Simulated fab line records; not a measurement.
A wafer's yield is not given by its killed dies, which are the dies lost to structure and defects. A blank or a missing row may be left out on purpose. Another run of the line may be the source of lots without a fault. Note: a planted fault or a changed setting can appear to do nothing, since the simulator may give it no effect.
Comparing a struck lot with a sound one -- flow nandHarc -- 12 steps out of a route of 1302
Sound: the wafers L328.2, L328.5, L328.6. Wafers struck: L338.2, L338.4, L338.5. The cause is named last.
For every step that has rows: the tool of each side, followed by ch and its chambers, followed by its first start. Under that, the readings that differ: sound wafers -- struck wafers -- difference of the means -- sigmas: that difference in standard deviations of wafers without a fault.
alike: readings with means less than 2 such deviations apart, plus words and numbers identical on both sides. not compared: withheld readings, readings lacking a value on some wafer, bounds such as >300 that could conceal the same value, and numbers that have no deviation in the record and whose values overlap.
Wherever a step has rows on one side only, a row that says differs or no value, or a row with sigmas, the two part there. When numbers do not overlap yet have no deviation, they are printed without sigmas and do not part them. A reading missing from all wafers of one side parts the sides only when that side holds two or more wafers.

first, 2 steps without rows for these wafers: NHARC_A_STAIRCASE_SRD_154; NHARC_A_STAIRCASE_ETCH_403 (etches SiO2 in dHF, target depth 108.2 nm).
NHARC_A_STAIRCASE_ETCHBACK_422: etches the open film in CH3F/O2, target depth 40 nm, time 74.286 s.
  sound on rieDiel-13 ch 0,1, day 20 21:59; struck on rieDiel-09 ch 0,2, day 24 22:22
  alike: drypumpMotorCurrentA, oesProductAu, rfVppV, showerheadPlenumPTorr, throttleValvePct
  not compared: rfHoursCounterH
then, 1 step without rows for these wafers: NHARC_A_STAIRCASE_ETCH_423 (etches SiO2 in dHF, target depth 30 nm).
NHARC_A_STAIRCASE_ETCHBACK_157: etches the open film in CH3F/O2, target depth 90 nm, time 167.14 s.
  sound on rieDiel-13 ch 0,2,3, day 20 22:23; struck on rieDiel-11 ch 0,2,3, day 24 22:49
  alike: drypumpMotorCurrentA, oesProductAu, rfVppV, showerheadPlenumPTorr, throttleValvePct
  not compared: rfHoursCounterH
NHARC_A_STAIRCASE_STRIP_475: strips in O2, time 20 s.
  sound on rieDiel-13 ch 0,2,3; struck on rieDiel-11 ch 0,1
  alike: drypumpMotorCurrentA, oesProductAu, rfVppV, showerheadPlenumPTorr, throttleValvePct
  not compared: rfHoursCounterH
NHARC_A_STAIRCASE_DEP_471: deposits SiO2, target thk 100 nm.
  sound on pecvd-04 ch 0,1,2, day 20 22:38; struck on pecvd-01 ch 0,1,2, day 24 23:07
reading,sound,struck,difference,sigmas
chamberPressureTorr (Torr),6.499 6.515 6.515,6.481 6.467 6.494,-0.029,-2
  alike: heaterPowerOuterW, heaterPowerW, susceptorTempC, throttleValvePct
NHARC_A_STAIRCASE_CMP_472: polishes SiO2.
  sound on cmp-01 ch 2,3, day 20 22:56; struck on cmp-01 ch 2,3, day 24 23:23
  alike: motorCurrentA
following that, these wafers have no rows for 1 step: NHARC_A_STAIRCASE_SRD_474.
NHARC_A_STAIRCASE_INSPECT_155:
  sound: defectInspect-02 at day 20 23:16; struck: defectInspect-02 at day 24 23:44
  alike: rawDefectCount
NHARC_A_SGD_CUT_DEP_00: deposits SiNx, target thk 50 nm.
  sound on pecvd-02 ch 0,2, day 20 23:23; struck on pecvd-02 ch 0,2, day 24 23:47
  no value came back on the struck wafers for heaterPowerOuterW (W), heaterPowerW (W), susceptorTempC (C); on the sound wafers heaterPowerOuterW (W) reads 350 439 350
then, 1 step without rows for these wafers: NHARC_A_SGD_CUT_DEHYDRATE_01 (time 120 s).

## WHERE THEY PART
Earliest at NHARC_A_STAIRCASE_DEP_471; latest, in this record, at NHARC_A_SGD_CUT_DEP_00.

WHY: what had been put in by the simulator
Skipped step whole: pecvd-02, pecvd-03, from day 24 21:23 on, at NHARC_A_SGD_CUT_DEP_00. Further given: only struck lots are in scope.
